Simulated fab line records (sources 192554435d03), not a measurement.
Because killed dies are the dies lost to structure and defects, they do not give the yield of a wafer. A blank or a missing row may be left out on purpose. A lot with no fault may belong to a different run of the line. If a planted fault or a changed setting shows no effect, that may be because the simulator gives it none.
Which of the tools did it?    flow n5-finfet    route of 1938 steps, sampled at 1 step: 12 lots, 36 wafers

## WHAT THE GAUGES READ, wafer by wafer
N5_BEOL_M13_INSPECT_55: inspects for defects (darkfield).
lot   measured      on                 raw-defect-count
L075  day 12 01:34  defect-inspect-01  109 53 84
L079  day 12 10:24  defect-inspect-02  137 91 60
L077  day 12 16:49  defect-inspect-01  122 104 127
L083  day 13 10:55  defect-inspect-01  66 65 63
L082  day 13 17:55  defect-inspect-01  88 75 89
L085  day 14 06:41  defect-inspect-02  79 95 100
L086  day 15 03:35  defect-inspect-01  36 58 46
L088  day 15 19:21  defect-inspect-01  120 48 59
L090  day 15 20:07  defect-inspect-02  93 87 69
L092  day 16 16:15  defect-inspect-02  53 47 97
L095  day 17 06:46  defect-inspect-01  77 52 77
L097  day 17 16:17  defect-inspect-01  67 69 69

## WHAT TOOL EACH LOT RAN ON (gives the tool, then ch and the chambers of the sampled wafers, and finally the start)
The record holds no process step before these readings.

## THE ANSWER, worked out from the rows above alone
Rule: what is usual is taken from the lots themselves. Put in order of their means at a reading, lots are off if they are a third of the lots or fewer, leave a main group of 4 or more, and stand apart from it by a gap of 3 or more times the standard deviation of the main group's means; of several such gaps the widest counts. A main group whose means are all the same, to the digits that the tables above print for the reading, isn't used. A lot without any number at a reading at which 4 lots or more have one is off too. The other lots that the step has rows for count as sound.
Nothing can be told from this: no lot is off at any reading shown.

## WHAT WAS PUT IN BY THE SIMULATOR
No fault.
